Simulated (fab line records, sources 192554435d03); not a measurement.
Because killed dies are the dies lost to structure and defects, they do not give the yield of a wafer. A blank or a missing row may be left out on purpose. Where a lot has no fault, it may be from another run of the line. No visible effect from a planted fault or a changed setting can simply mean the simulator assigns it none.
Lot-split experiment ; flow n5_finfet ; on a route of 1938 steps: 7 lots, 39 wafers read

== ON THE SPLIT ==
At N5_MOL_CONTACT_COAG_ALD_27 (deposits SiOC, target thk 17 nm, pulse time 1.5 s, time 2720 s), the setting ald_cycles was moved away from the recipe's 340 on 18 of the 39 wafers read, by -15.9% to +16.8%. For the rest of the wafers, this setting stayed at what the recipe calls for.

The reading is taken at the split's own step.

== THE READING ==
SiOC_of_MOL_CONTACT_COAG_ALD_27.thk_nm (the simulator's own value, which no gauge read), in nm, at N5_MOL_CONTACT_COAG_ALD_27 (deposits SiOC, target thk 17 nm, pulse time 1.5 s, time 2720 s). There is no usual value for it anywhere in the file. The 21 wafers here that ran the recipe average 17.0 nm, standard deviation 0.085 nm.

wafer;tool, chamber at the split;ald_cycles as run;against the recipe;SiOC_of_MOL_CONTACT_COAG_ALD_27.thk_nm, nm;against lot-mates on the recipe
L075.1;ald_sin-03, 3,2,1;397;+16.8%;19.8;+2.9
L075.2;ald_sin-03, 3,2,1;397;+16.8%;19.8;+2.9
L075.3;ald_sin-03, 3,2,1;397;+16.8%;19.8;+2.9
L075.4;ald_sin-03, 0,1;340;recipe;16.8;-
L075.6;ald_sin-03, 0,1;340;recipe;16.8;-
L075.5;ald_sin-03, 2;340;recipe;17;-
L082.3;ald_sin-01, 0;340;recipe;16.8;-
L082.4;ald_sin-01, 1,0;340;recipe;17;-
L082.6;ald_sin-01, 1,0;340;recipe;17;-
L089.1;ald_sin-03, 0;340;recipe;16.8;-
L089.2;ald_sin-03, 3,2;340;recipe;17;-
L089.5;ald_sin-03, 3,2;340;recipe;17;-
L089.3;ald_sin-03, 1;286;-15.9%;14;-2.9
L089.4;ald_sin-03, 2;286;-15.9%;14.4;-2.5
L089.6;ald_sin-03, 3;286;-15.9%;14.2;-2.7
L090.1;ald_sin-03, 3,0,3;340;recipe;17;-
L090.5;ald_sin-03, 3,0,3;340;recipe;17;-
L090.6;ald_sin-03, 3,0,3;340;recipe;17;-
L090.2;ald_sin-03, 0,1;397;+16.8%;19.8;+2.8
L090.4;ald_sin-03, 0,1;397;+16.8%;19.8;+2.8
L090.3;ald_sin-03, 2;397;+16.8%;20;+3.0
L091.1;ald_sin-04, 1,0,1;360;+5.9%;18;+1.0
L091.3;ald_sin-04, 1,0,1;360;+5.9%;18;+1.0
L091.5;ald_sin-04, 1,0,1;360;+5.9%;18;+1.0
L091.2;ald_sin-04, 3,2,2;340;recipe;17;-
L091.4;ald_sin-04, 3,2,2;340;recipe;17;-
L091.6;ald_sin-04, 3,2,2;340;recipe;17;-
L095.1;ald_sin-03, 2,1,2;389;+14.4%;19.4;+2.4
L095.3;ald_sin-03, 2,1,2;389;+14.4%;19.4;+2.4
L095.6;ald_sin-03, 2,1,2;389;+14.4%;19.4;+2.4
L095.2;ald_sin-03, 0,3,3;340;recipe;17;-
L095.4;ald_sin-03, 0,3,3;340;recipe;17;-
L095.5;ald_sin-03, 0,3,3;340;recipe;17;-
L097.1;ald_sin-01, 0,3;340;recipe;17;-
L097.5;ald_sin-01, 0,3;340;recipe;17;-
L097.2;ald_sin-01, 2,1,3;307;-9.7%;15.2;-1.7
L097.3;ald_sin-01, 2,1,3;307;-9.7%;15.2;-1.7
L097.4;ald_sin-01, 2,1,3;307;-9.7%;15.2;-1.7
L097.6;ald_sin-01, 0;340;recipe;16.8;-
The file does not say which wafer passed through which chamber wherever a row lists several chambers: such a row stands for several wafers.

THE FIT
A straight line over all 39 wafers: SiOC_of_MOL_CONTACT_COAG_ALD_27.thk_nm changes by +0.173 nm for each +1% of ald_cycles; r = +1.00; the points scatter about the line by 0.088 nm.
The same after taking each lot's own level away (the mean of its wafers on the recipe; 39 wafers): +0.172 nm for each +1%; r = +1.00; scatter 0.082 nm.
According to that fit, moving ald_cycles by its largest amount changes the reading by 2.9 nm.
The lots' own levels span 16.87 to 17.00 nm, that is 1.6 times the standard deviation above.
The two slopes agree, so the slope changes little with the lot-to-lot level.
Check: +2.87 nm against its lot-mates is what the line predicts for one of the wafers moved furthest among these (+16.8%) when that wafer is left out of the fit. Against them it came out at +2.93 nm.

== THE OTHER SPLITS THESE WAFERS WENT THROUGH ==
Other splits were also applied to these wafers ahead of the reading. Each is held against what the fit with the lots' levels taken away leaves over:
other split on the same wafers;wafers away from the commonest value;r with SiOC_of_MOL_CONTACT_COAG_ALD_27.thk_nm (lot level and that fit taken away)
N5_SD_EPI_P_ETCH_36 bias_w;9;+0.06

== THE FILE'S OWN FIT ==
SiOC_of_MOL_CONTACT_COAG_ALD_27.thk_nm changes by +0.172 nm for each +1% of ald_cycles, r = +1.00.
